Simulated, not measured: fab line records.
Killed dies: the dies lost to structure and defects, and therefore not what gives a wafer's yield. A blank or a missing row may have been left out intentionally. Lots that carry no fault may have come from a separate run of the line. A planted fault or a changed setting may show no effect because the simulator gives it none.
Lot-split experiment :: flow n5Finfet :: 7 lots, 21 wafers read, on a route of 1938 steps

## THE SPLIT ITSELF
At N5_BEOL_M9_COAT_60 (time 60 s, resist thk 30 nm), the setting spinRpm was moved away from the recipe's 1500 rpm on 8 of the 21 wafers read, by -5.2% to +8.5%. All remaining wafers had this setting at the recipe value.

## FROM THE SPLIT TO THE READING: what the file shows between them, 4 steps
- N5_BEOL_M9_COAT_05: resist thk 90 nm
- N5_BEOL_M9_EBR_07
- N5_BEOL_M9_DESCUM_16: chemistry O2, time 7.9 s
- N5_BEOL_M9_ETCH_61: etches SiARC in CF4, target depth 39 nm, time 65 s

## THE READING
SiARC_of_BEOL_M9_COAT_60.thkNm (the simulator's own value, which no gauge read), in nm, at N5_BEOL_M9_ETCH_62 (etches SOC in N2/H2, target depth 110 nm, overetch 22 nm, time 165 s). There is no usual value for it anywhere in the file. Across the 13 wafers here that went through the recipe, the average is 23.8 nm and the standard deviation 0.14 nm.

wafer: L077.3
tool, chamber at the split: lithoTrack-04, 0
spinRpm as run, rpm: 1500
against the recipe: recipe
SiARC_of_BEOL_M9_COAT_60.thkNm, nm: 23.8
against lot-mates on the recipe: -

wafer: L077.6
tool, chamber at the split: lithoTrack-04, 0
spinRpm as run, rpm: 1500
against the recipe: recipe
SiARC_of_BEOL_M9_COAT_60.thkNm, nm: 23.8
against lot-mates on the recipe: -

wafer: L077.5
tool, chamber at the split: lithoTrack-04, 0
spinRpm as run, rpm: 1500
against the recipe: recipe
SiARC_of_BEOL_M9_COAT_60.thkNm, nm: 24
against lot-mates on the recipe: -

wafer: L078.1
tool, chamber at the split: lithoTrack-03, 0
spinRpm as run, rpm: 1500
against the recipe: recipe
SiARC_of_BEOL_M9_COAT_60.thkNm, nm: 23.8
against lot-mates on the recipe: -

wafer: L078.2
tool, chamber at the split: lithoTrack-03, 0
spinRpm as run, rpm: 1422
against the recipe: -5.2%
SiARC_of_BEOL_M9_COAT_60.thkNm, nm: 24.2
against lot-mates on the recipe: +0.4

wafer: L078.3
tool, chamber at the split: lithoTrack-03, 0
spinRpm as run, rpm: 1422
against the recipe: -5.2%
SiARC_of_BEOL_M9_COAT_60.thkNm, nm: 24.6
against lot-mates on the recipe: +0.8

wafer: L083.4
tool, chamber at the split: lithoTrack-05, 0
spinRpm as run, rpm: 1542
against the recipe: +2.8%
SiARC_of_BEOL_M9_COAT_60.thkNm, nm: 23
against lot-mates on the recipe: -0.6

wafer: L083.5
tool, chamber at the split: lithoTrack-05, 0
spinRpm as run, rpm: 1542
against the recipe: +2.8%
SiARC_of_BEOL_M9_COAT_60.thkNm, nm: 23.2
against lot-mates on the recipe: -0.4

wafer: L083.6
tool, chamber at the split: lithoTrack-05, 0
spinRpm as run, rpm: 1500
against the recipe: recipe
SiARC_of_BEOL_M9_COAT_60.thkNm, nm: 23.6
against lot-mates on the recipe: -

wafer: L088.2
tool, chamber at the split: lithoTrack-04, 0
spinRpm as run, rpm: 1500
against the recipe: recipe
SiARC_of_BEOL_M9_COAT_60.thkNm, nm: 24
against lot-mates on the recipe: -

wafer: L088.3
tool, chamber at the split: lithoTrack-04, 0
spinRpm as run, rpm: 1500
against the recipe: recipe
SiARC_of_BEOL_M9_COAT_60.thkNm, nm: 23.6
against lot-mates on the recipe: -

wafer: L088.5
tool, chamber at the split: lithoTrack-04, 0
spinRpm as run, rpm: 1500
against the recipe: recipe
SiARC_of_BEOL_M9_COAT_60.thkNm, nm: 23.6
against lot-mates on the recipe: -

wafer: L087.1
tool, chamber at the split: lithoTrack-03, 0
spinRpm as run, rpm: 1570
against the recipe: +4.7%
SiARC_of_BEOL_M9_COAT_60.thkNm, nm: 23.2
against lot-mates on the recipe: -0.6

wafer: L087.4
tool, chamber at the split: lithoTrack-03, 0
spinRpm as run, rpm: 1570
against the recipe: +4.7%
SiARC_of_BEOL_M9_COAT_60.thkNm, nm: 22.6
against lot-mates on the recipe: -1.2

wafer: L087.6
tool, chamber at the split: lithoTrack-03, 0
spinRpm as run, rpm: 1500
against the recipe: recipe
SiARC_of_BEOL_M9_COAT_60.thkNm, nm: 23.8
against lot-mates on the recipe: -

wafer: L086.1
tool, chamber at the split: lithoTrack-03, 0
spinRpm as run, rpm: 1500
against the recipe: recipe
SiARC_of_BEOL_M9_COAT_60.thkNm, nm: 23.6
against lot-mates on the recipe: -

wafer: L086.4
tool, chamber at the split: lithoTrack-03, 0
spinRpm as run, rpm: 1500
against the recipe: recipe
SiARC_of_BEOL_M9_COAT_60.thkNm, nm: 23.6
against lot-mates on the recipe: -

wafer: L086.5
tool, chamber at the split: lithoTrack-03, 0
spinRpm as run, rpm: 1500
against the recipe: recipe
SiARC_of_BEOL_M9_COAT_60.thkNm, nm: 23.8
against lot-mates on the recipe: -

wafer: L092.2
tool, chamber at the split: lithoTrack-05, 0
spinRpm as run, rpm: 1627
against the recipe: +8.5%
SiARC_of_BEOL_M9_COAT_60.thkNm, nm: 22.4
against lot-mates on the recipe: -1.4

wafer: L092.5
tool, chamber at the split: lithoTrack-05, 0
spinRpm as run, rpm: 1627
against the recipe: +8.5%
SiARC_of_BEOL_M9_COAT_60.thkNm, nm: 22.4
against lot-mates on the recipe: -1.4

wafer: L092.3
tool, chamber at the split: lithoTrack-05, 0
spinRpm as run, rpm: 1500
against the recipe: recipe
SiARC_of_BEOL_M9_COAT_60.thkNm, nm: 23.8
against lot-mates on the recipe: -

THE FIT
A straight line over all 21 wafers: SiARC_of_BEOL_M9_COAT_60.thkNm changes by -0.157 nm for each +1% of spinRpm; r = -0.95; the points scatter about the line by 0.19 nm.
The same after taking each lot's own level away (the mean of its wafers on the recipe; 21 wafers): -0.156 nm for each +1%; r = -0.95; scatter 0.17 nm.
On that fit, the largest move of spinRpm shifts the reading by 1.3 nm.
Measured against the standard deviation above, the lots' own levels, which go from 23.60 to 23.87 nm, span 1.9 times it.
Hence the lot-to-lot level has little effect on the slope; both slopes agree.
Check: with one of the wafers moved furthest among these (+8.5%) left out of the fit, the line predicts -1.36 nm for it against its lot-mates. It came out at -1.4 nm against them.

## THE WHOLE CHAIN: every reading that the file lists as answering this split, in the file's order
step: N5_BEOL_M9_COAT_60
what it does: time 60 s, resist thk 30 nm
reading: SiARC_of_BEOL_M9_COAT_60.thkNm (the simulator's own value, which no gauge read)
change (the file's fit): -0.14 nm for each +1% of the setting
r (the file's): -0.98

step: N5_BEOL_M9_ETCH_61
what it does: etches SiARC in CF4, target depth 39 nm, time 65 s
reading: CAR-ArF_of_BEOL_M9_COAT_05.thkNm (the simulator's own value, which no gauge read)
change (the file's fit): +0.125 nm for each +1% of the setting
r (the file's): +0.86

step: N5_BEOL_M9_ETCH_61
what it does: etches SiARC in CF4, target depth 39 nm, time 65 s
reading: etch.depthNm (the simulator's own value, which no gauge read)
change (the file's fit): -0.149 nm for each +1% of the setting
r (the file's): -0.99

step: N5_BEOL_M9_ETCH_62
what it does: etches SOC in N2/H2, target depth 110 nm, overetch 22 nm, time 165 s
reading: SiARC_of_BEOL_M9_COAT_60.thkNm (the simulator's own value, which no gauge read)
change (the file's fit): -0.16 nm for each +1% of the setting
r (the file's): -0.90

## FILE'S OWN FIT
SiARC_of_BEOL_M9_COAT_60.thkNm changes by -0.16 nm for each +1% of spinRpm, r = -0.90.
